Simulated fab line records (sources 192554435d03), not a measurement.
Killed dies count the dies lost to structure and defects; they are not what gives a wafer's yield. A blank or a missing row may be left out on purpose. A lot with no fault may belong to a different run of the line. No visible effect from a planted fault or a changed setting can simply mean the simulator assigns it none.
Which tool was responsible? || flow n5-finfet || 9 lots with 27 wafers sampled at 6 steps, on a route of 1938 steps

## WHAT THE GAUGES SHOWED, per wafer
N5_BEOL_M2_RS_MEAS_58: the measuring method here is four-point-probe.
{"lot": "L491", "measured": "day 7 04:53", "on": "film-metro-01", "M2_RS (ohm/sq)": "0.683 0.651 0.699"}
{"lot": "L492", "measured": "day 7 06:40", "on": "film-metro-02", "M2_RS (ohm/sq)": "0.643 0.658 0.698"}
{"lot": "L493", "measured": "day 7 20:14", "on": "film-metro-01", "M2_RS (ohm/sq)": "0.686 0.658 0.655"}
{"lot": "L497", "measured": "day 9 03:53", "on": "film-metro-02", "M2_RS (ohm/sq)": "0.605 0.630 0.605"}
{"lot": "L501", "measured": "day 9 12:38", "on": "film-metro-02", "M2_RS (ohm/sq)": "0.675 0.639 0.645"}
{"lot": "L504", "measured": "day 12 02:05", "on": "film-metro-01", "M2_RS (ohm/sq)": "0.699 0.656 0.695"}
{"lot": "L508", "measured": "day 12 18:49", "on": "film-metro-01", "M2_RS (ohm/sq)": "0.656 0.657 0.668"}
{"lot": "L511", "measured": "day 12 21:59", "on": "film-metro-02", "M2_RS (ohm/sq)": "0.683 0.644 0.596"}
{"lot": "L513", "measured": "day 13 11:15", "on": "film-metro-01", "M2_RS (ohm/sq)": "0.652 0.650 0.672"}

N5_BEOL_M3_THK_MEAS_01.
{"lot": "L491", "measured": "day 7 05:01", "on": "film-metro-02", "M3_ILD_THK (nm)": "79.7 81.6 80.5"}
{"lot": "L492", "measured": "day 7 06:48", "on": "film-metro-01", "M3_ILD_THK (nm)": "78.3 79.8 79.2"}
{"lot": "L493", "measured": "day 7 20:22", "on": "film-metro-01", "M3_ILD_THK (nm)": "79.3 78.4 80.1"}
{"lot": "L497", "measured": "day 9 04:01", "on": "film-metro-02", "M3_ILD_THK (nm)": "105.3 106.5 80.2"}
{"lot": "L501", "measured": "day 9 12:46", "on": "film-metro-02", "M3_ILD_THK (nm)": "104.2 106.2 81.0"}
{"lot": "L504", "measured": "day 12 02:14", "on": "film-metro-02", "M3_ILD_THK (nm)": "78.6 79.5 80.4"}
{"lot": "L508", "measured": "day 12 18:57", "on": "film-metro-02", "M3_ILD_THK (nm)": "78.1 79.1 79.6"}
{"lot": "L511", "measured": "day 12 22:07", "on": "film-metro-02", "M3_ILD_THK (nm)": "76.2 78.9 79.6"}
{"lot": "L513", "measured": "day 13 11:24", "on": "film-metro-01", "M3_ILD_THK (nm)": "76.3 79.1 77.8"}

N5_BEOL_M4_RC_MEAS_101.
{"lot": "L491", "measured": "day 8 03:04", "on": "prober-01", "CHAIN_V2 (ohm/link)": "223 213 234", "CHAIN_V2_max_site (ohm/link)": "234 223 237", "DIBL_N (mV/V)": "35.5 35.7 34.9", "DIBL_P (mV/V)": "35.7 35.9 34.7", "IOFF_N (nA/um)": "0.15 0.15 0.13", "IOFF_P (nA/um)": "0.20 0.21 0.19", "ION_N (uA/um)": "662 661 655", "ION_P (uA/um)": "458 459 450", "SS_N (mV/dec)": "71.6 71.4 71.9", "SS_P (mV/dec)": "73.3 72.8 72.6", "VT_N (mV)": "250 254 251", "VT_P (mV)": "-251 -251 -251"}
{"lot": "L492", "measured": "day 8 07:41", "on": "prober-02", "CHAIN_V2 (ohm/link)": "237 234 240", "CHAIN_V2_max_site (ohm/link)": "251 246 254", "DIBL_N (mV/V)": "32.6 32.3 32.3", "DIBL_P (mV/V)": "31.7 31.6 31.5", "IOFF_N (nA/um)": "0.10 0.10 0.10", "IOFF_P (nA/um)": "0.15 0.15 0.15", "ION_N (uA/um)": "651 653 664", "ION_P (uA/um)": "456 453 456", "SS_N (mV/dec)": "70.0 69.8 70.1", "SS_P (mV/dec)": "72.0 71.8 72.1", "VT_N (mV)": "259 256 257", "VT_P (mV)": "-256 -253 -254"}
{"lot": "L493", "measured": "day 8 16:58", "on": "prober-02", "CHAIN_V2 (ohm/link)": "250 251 239", "CHAIN_V2_max_site (ohm/link)": "256 257 245", "DIBL_N (mV/V)": "35.0 33.2 33.3", "DIBL_P (mV/V)": "34.4 31.5 32.3", "IOFF_N (nA/um)": "0.14 0.10 0.11", "IOFF_P (nA/um)": "0.18 0.13 0.15", "ION_N (uA/um)": "666 647 650", "ION_P (uA/um)": "453 440 452", "SS_N (mV/dec)": "71.1 70.8 70.9", "SS_P (mV/dec)": "73.2 72.8 72.7", "VT_N (mV)": "249 256 256", "VT_P (mV)": "-254 -256 -253"}
{"lot": "L497", "measured": "day 10 03:58", "on": "prober-02", "CHAIN_V2 (ohm/link)": "- - 243", "CHAIN_V2_max_site (ohm/link)": "- - 247", "DIBL_N (mV/V)": "31.6 33.2 33.5", "DIBL_P (mV/V)": "31.6 33.4 34.0", "IOFF_N (nA/um)": "0.11 0.13 0.14", "IOFF_P (nA/um)": "0.16 0.18 0.20", "ION_N (uA/um)": "650 660 668", "ION_P (uA/um)": "451 457 458", "SS_N (mV/dec)": "71.4 70.7 71.6", "SS_P (mV/dec)": "72.7 72.2 73.1", "VT_N (mV)": "258 252 251", "VT_P (mV)": "-253 -251 -248"}
{"lot": "L501", "measured": "day 11 15:45", "on": "prober-01", "CHAIN_V2 (ohm/link)": "- - 236", "CHAIN_V2_max_site (ohm/link)": "- - 244", "DIBL_N (mV/V)": "36.1 35.3 37.2", "DIBL_P (mV/V)": "37.2 36.9 38.8", "IOFF_N (nA/um)": "0.15 0.16 0.19", "IOFF_P (nA/um)": "0.21 0.21 0.23", "ION_N (uA/um)": "664 692 683", "ION_P (uA/um)": "455 476 462", "SS_N (mV/dec)": "71.5 71.4 72.4", "SS_P (mV/dec)": "73.3 73.0 73.6", "VT_N (mV)": "249 247 246", "VT_P (mV)": "-251 -251 -249"}
{"lot": "L504", "measured": "day 13 00:21", "on": "prober-01", "CHAIN_V2 (ohm/link)": "244 241 245", "CHAIN_V2_max_site (ohm/link)": "249 251 261", "DIBL_N (mV/V)": "40.2 37.9 37.9", "DIBL_P (mV/V)": "39.4 37.2 36.3", "IOFF_N (nA/um)": "0.22 0.17 0.16", "IOFF_P (nA/um)": "0.27 0.22 0.21", "ION_N (uA/um)": "683 667 667", "ION_P (uA/um)": "469 463 457", "SS_N (mV/dec)": "72.0 71.9 71.3", "SS_P (mV/dec)": "74.3 74.1 74.1", "VT_N (mV)": "245 249 251", "VT_P (mV)": "-246 -249 -251"}
{"lot": "L508", "measured": "day 14 07:01", "on": "prober-02", "CHAIN_V2 (ohm/link)": "241 238 230", "CHAIN_V2_max_site (ohm/link)": "249 247 234", "DIBL_N (mV/V)": "37.0 34.8 38.7", "DIBL_P (mV/V)": "38.8 34.8 38.5", "IOFF_N (nA/um)": "0.20 0.15 0.24", "IOFF_P (nA/um)": "0.25 0.19 0.24", "ION_N (uA/um)": "682 666 676", "ION_P (uA/um)": "462 454 458", "SS_N (mV/dec)": "71.8 71.2 72.4", "SS_P (mV/dec)": "74.3 74.1 74.0", "VT_N (mV)": "247 249 244", "VT_P (mV)": "-248 -252 -249"}
{"lot": "L511", "measured": "day 14 05:52", "on": "prober-01", "CHAIN_V2 (ohm/link)": "222 221 226", "CHAIN_V2_max_site (ohm/link)": "238 225 234", "DIBL_N (mV/V)": "37.9 37.1 40.2", "DIBL_P (mV/V)": "38.8 37.0 40.1", "IOFF_N (nA/um)": "0.20 0.18 0.24", "IOFF_P (nA/um)": "0.25 0.22 0.28", "ION_N (uA/um)": "699 679 693", "ION_P (uA/um)": "473 463 469", "SS_N (mV/dec)": "72.3 71.9 72.8", "SS_P (mV/dec)": "74.4 73.8 74.6", "VT_N (mV)": "245 246 243", "VT_P (mV)": "-248 -249 -250"}
{"lot": "L513", "measured": "day 14 14:23", "on": "prober-01", "CHAIN_V2 (ohm/link)": "243 230 233", "CHAIN_V2_max_site (ohm/link)": "249 235 240", "DIBL_N (mV/V)": "36.8 37.2 36.1", "DIBL_P (mV/V)": "37.1 37.9 36.1", "IOFF_N (nA/um)": "0.19 0.20 0.18", "IOFF_P (nA/um)": "0.22 0.24 0.21", "ION_N (uA/um)": "680 679 684", "ION_P (uA/um)": "459 459 462", "SS_N (mV/dec)": "71.8 72.0 72.0", "SS_P (mV/dec)": "73.0 73.4 72.6", "VT_N (mV)": "248 246 245", "VT_P (mV)": "-249 -248 -251"}

## TOOL THAT RAN EACH LOT (tool first, then ch and the chambers of the sampled wafers, then the start)
{"lot": "L491", "N5_BEOL_M2_SPUTTER_90": "pvd-sputter-01, day 7 03:07", "N5_BEOL_M2_ANNEAL_51": "rtp-anneal-02 ch 0, day 7 04:03", "N5_BEOL_M3_ILD_DEP_00": "pecvd-03 ch 0,1, day 7 04:56"}
{"lot": "L492", "N5_BEOL_M2_SPUTTER_90": "pvd-sputter-01, day 7 04:57", "N5_BEOL_M2_ANNEAL_51": "rtp-anneal-02 ch 0, day 7 05:53", "N5_BEOL_M3_ILD_DEP_00": "pecvd-03 ch 0,2, day 7 06:44"}
{"lot": "L493", "N5_BEOL_M2_SPUTTER_90": "pvd-sputter-03, day 7 18:32", "N5_BEOL_M2_ANNEAL_51": "rtp-anneal-02 ch 0, day 7 19:29", "N5_BEOL_M3_ILD_DEP_00": "pecvd-02 ch 0,1, day 7 20:18"}
{"lot": "L497", "N5_BEOL_M2_SPUTTER_90": "pvd-sputter-02, day 9 02:11", "N5_BEOL_M2_ANNEAL_51": "rtp-anneal-01 ch 0, day 9 03:05", "N5_BEOL_M3_ILD_DEP_00": "pecvd-03 ch 1,2, day 9 03:57"}
{"lot": "L501", "N5_BEOL_M2_SPUTTER_90": "pvd-sputter-01, day 9 10:56", "N5_BEOL_M2_ANNEAL_51": "rtp-anneal-01 ch 0, day 9 11:50", "N5_BEOL_M3_ILD_DEP_00": "pecvd-03 ch 0,2, day 9 12:42"}
{"lot": "L504", "N5_BEOL_M2_SPUTTER_90": "pvd-sputter-01, day 12 00:23", "N5_BEOL_M2_ANNEAL_51": "rtp-anneal-01 ch 0, day 12 01:17", "N5_BEOL_M3_ILD_DEP_00": "pecvd-03 ch 0,2, day 12 02:09"}
{"lot": "L508", "N5_BEOL_M2_SPUTTER_90": "pvd-sputter-02, day 12 17:05", "N5_BEOL_M2_ANNEAL_51": "rtp-anneal-01 ch 0, day 12 18:02", "N5_BEOL_M3_ILD_DEP_00": "pecvd-03 ch 0,2, day 12 18:53"}
{"lot": "L511", "N5_BEOL_M2_SPUTTER_90": "pvd-sputter-02, day 12 20:11", "N5_BEOL_M2_ANNEAL_51": "rtp-anneal-02 ch 0, day 12 21:08", "N5_BEOL_M3_ILD_DEP_00": "pecvd-02 ch 0,1, day 12 22:02"}
{"lot": "L513", "N5_BEOL_M2_SPUTTER_90": "pvd-sputter-03, day 13 09:32", "N5_BEOL_M2_ANNEAL_51": "rtp-anneal-02 ch 0, day 13 10:24", "N5_BEOL_M3_ILD_DEP_00": "pecvd-02 ch 1,2, day 13 11:19"}
- N5_BEOL_M2_SPUTTER_90: material Cu, target thk 4.5 nm, time 8.29 s.
- N5_BEOL_M2_ANNEAL_51: time 90 s.
- N5_BEOL_M3_ILD_DEP_00: deposits SiOC from DEMS/O2, target thk 79 nm, time 15.3 s.

## AS READ BY THE TOOLS THEMSELVES (means over the sampled wafers that have a number; for cases with no such wafer, the mark the record gives instead)
N5_BEOL_M2_SPUTTER_90.
{"lot": "L491", "tool": "pvd-sputter-01", "chuck-gas-flow-sccm (sccm)": 1.29, "chuck-sensor-temp-C (C)": -16.4, "throttle-valve-pct (%)": 30.0}
{"lot": "L492", "tool": "pvd-sputter-01", "chuck-gas-flow-sccm (sccm)": 1.23, "chuck-sensor-temp-C (C)": -16.0, "throttle-valve-pct (%)": 29.9}
{"lot": "L493", "tool": "pvd-sputter-03", "chuck-gas-flow-sccm (sccm)": 1.31, "chuck-sensor-temp-C (C)": -15.6, "throttle-valve-pct (%)": 30.3}
{"lot": "L497", "tool": "pvd-sputter-02", "chuck-gas-flow-sccm (sccm)": 1.29, "chuck-sensor-temp-C (C)": -16.3, "throttle-valve-pct (%)": 29.9}
{"lot": "L501", "tool": "pvd-sputter-01", "chuck-gas-flow-sccm (sccm)": 1.23, "chuck-sensor-temp-C (C)": -15.7, "throttle-valve-pct (%)": 30.6}
{"lot": "L504", "tool": "pvd-sputter-01", "chuck-gas-flow-sccm (sccm)": 1.18, "chuck-sensor-temp-C (C)": -16.3, "throttle-valve-pct (%)": 30.6}
{"lot": "L508", "tool": "pvd-sputter-02", "chuck-gas-flow-sccm (sccm)": 1.27, "chuck-sensor-temp-C (C)": -16.2, "throttle-valve-pct (%)": 30.7}
{"lot": "L511", "tool": "pvd-sputter-02", "chuck-gas-flow-sccm (sccm)": 1.29, "chuck-sensor-temp-C (C)": -16.0, "throttle-valve-pct (%)": 29.5}
{"lot": "L513", "tool": "pvd-sputter-03", "chuck-gas-flow-sccm (sccm)": 1.33, "chuck-sensor-temp-C (C)": -15.6, "throttle-valve-pct (%)": 30.5}

N5_BEOL_M2_ANNEAL_51.
{"lot": "L491", "tool": "rtp-anneal-02", "anneal-temp-c (C)": 224.89, "wafer_temp_C_max": 225.83}
{"lot": "L492", "tool": "rtp-anneal-02", "anneal-temp-c (C)": 224.82, "wafer_temp_C_max": 226.18}
{"lot": "L493", "tool": "rtp-anneal-02", "anneal-temp-c (C)": 225.03, "wafer_temp_C_max": 225.74}
{"lot": "L497", "tool": "rtp-anneal-01", "anneal-temp-c (C)": 224.92, "wafer_temp_C_max": 225.88}
{"lot": "L501", "tool": "rtp-anneal-01", "anneal-temp-c (C)": 225.04, "wafer_temp_C_max": 225.99}
{"lot": "L504", "tool": "rtp-anneal-01", "anneal-temp-c (C)": 225.19, "wafer_temp_C_max": 226.02}
{"lot": "L508", "tool": "rtp-anneal-01", "anneal-temp-c (C)": 225.11, "wafer_temp_C_max": 225.75}
{"lot": "L511", "tool": "rtp-anneal-02", "anneal-temp-c (C)": 224.74, "wafer_temp_C_max": 226.03}
{"lot": "L513", "tool": "rtp-anneal-02", "anneal-temp-c (C)": 225.00, "wafer_temp_C_max": 226.16}

N5_BEOL_M3_ILD_DEP_00.
{"lot": "L491", "tool": "pecvd-03", "heater-power-outer-w (W)": 265, "heater-power-w (W)": 490, "rf-fwd-power-W (W)": 494.8, "showerhead-plenum-p-Torr (Torr)": 5.712, "throttle-valve-pct (%)": 12.4}
{"lot": "L492", "tool": "pecvd-03", "heater-power-outer-w (W)": 263, "heater-power-w (W)": 486, "rf-fwd-power-W (W)": 495.4, "showerhead-plenum-p-Torr (Torr)": 5.684, "throttle-valve-pct (%)": 11.5}
{"lot": "L493", "tool": "pecvd-02", "heater-power-outer-w (W)": 315, "heater-power-w (W)": 587, "rf-fwd-power-W (W)": 497.9, "showerhead-plenum-p-Torr (Torr)": 5.697, "throttle-valve-pct (%)": 11.8}
{"lot": "L497", "tool": "pecvd-03", "heater-power-outer-w (W)": 290, "heater-power-w (W)": 520, "rf-fwd-power-W (W)": 495.3, "showerhead-plenum-p-Torr (Torr)": 5.694, "throttle-valve-pct (%)": 12.2}
{"lot": "L501", "tool": "pecvd-03", "heater-power-outer-w (W)": 253, "heater-power-w (W)": 480, "rf-fwd-power-W (W)": 495.0, "showerhead-plenum-p-Torr (Torr)": 5.709, "throttle-valve-pct (%)": 11.8}
{"lot": "L504", "tool": "pecvd-03", "heater-power-outer-w (W)": 300, "heater-power-w (W)": 541, "rf-fwd-power-W (W)": 495.1, "showerhead-plenum-p-Torr (Torr)": 5.700, "throttle-valve-pct (%)": 11.7}
{"lot": "L508", "tool": "pecvd-03", "heater-power-outer-w (W)": 320, "heater-power-w (W)": 561, "rf-fwd-power-W (W)": 494.4, "showerhead-plenum-p-Torr (Torr)": 5.714, "throttle-valve-pct (%)": 11.6}
{"lot": "L511", "tool": "pecvd-02", "heater-power-outer-w (W)": 267, "heater-power-w (W)": 521, "rf-fwd-power-W (W)": 496.2, "showerhead-plenum-p-Torr (Torr)": 5.706, "throttle-valve-pct (%)": 11.7}
{"lot": "L513", "tool": "pecvd-02", "heater-power-outer-w (W)": 270, "heater-power-w (W)": 533, "rf-fwd-power-W (W)": 496.3, "showerhead-plenum-p-Torr (Torr)": 5.683, "throttle-valve-pct (%)": 12.1}

## THE ANSWER, worked out from the rows above alone
Rule: usual is defined by the lots themselves. The widest of any qualifying gaps counts: lots, ordered by their means at a reading, are off when they make up no more than a third of the lots, leave a main group of 4 or more, and stand apart from it by 3 or more times the standard deviation of that group's means. Not used: any main group whose means are identical at the precision the tables above print for the reading. A lot without any number at a reading at which 4 lots or more have one is off too. Where the step has rows for the other lots, those lots are counted as sound. The gauges are gone through in route order, then the tools' own readings, and for those a lot's mean is taken as printed above. The first step at which some lot is off is used, and at that step the reading that is off furthest; a lot without a number counts as furthest.
Off: L497, L501, at N5_BEOL_M3_THK_MEAS_01 (M3_ILD_THK). Mean 79.1 nm and standard deviation 0.85 in the main group.
A tool fits if, at a process step before that reading, it ran every lot that is off, and no sound lot after the first of them. The gauges at N5_BEOL_M3_THK_MEAS_01 are tried like those tools. Not one of the candidates tried fits.

## WHAT THE SIMULATOR HAD INSERTED
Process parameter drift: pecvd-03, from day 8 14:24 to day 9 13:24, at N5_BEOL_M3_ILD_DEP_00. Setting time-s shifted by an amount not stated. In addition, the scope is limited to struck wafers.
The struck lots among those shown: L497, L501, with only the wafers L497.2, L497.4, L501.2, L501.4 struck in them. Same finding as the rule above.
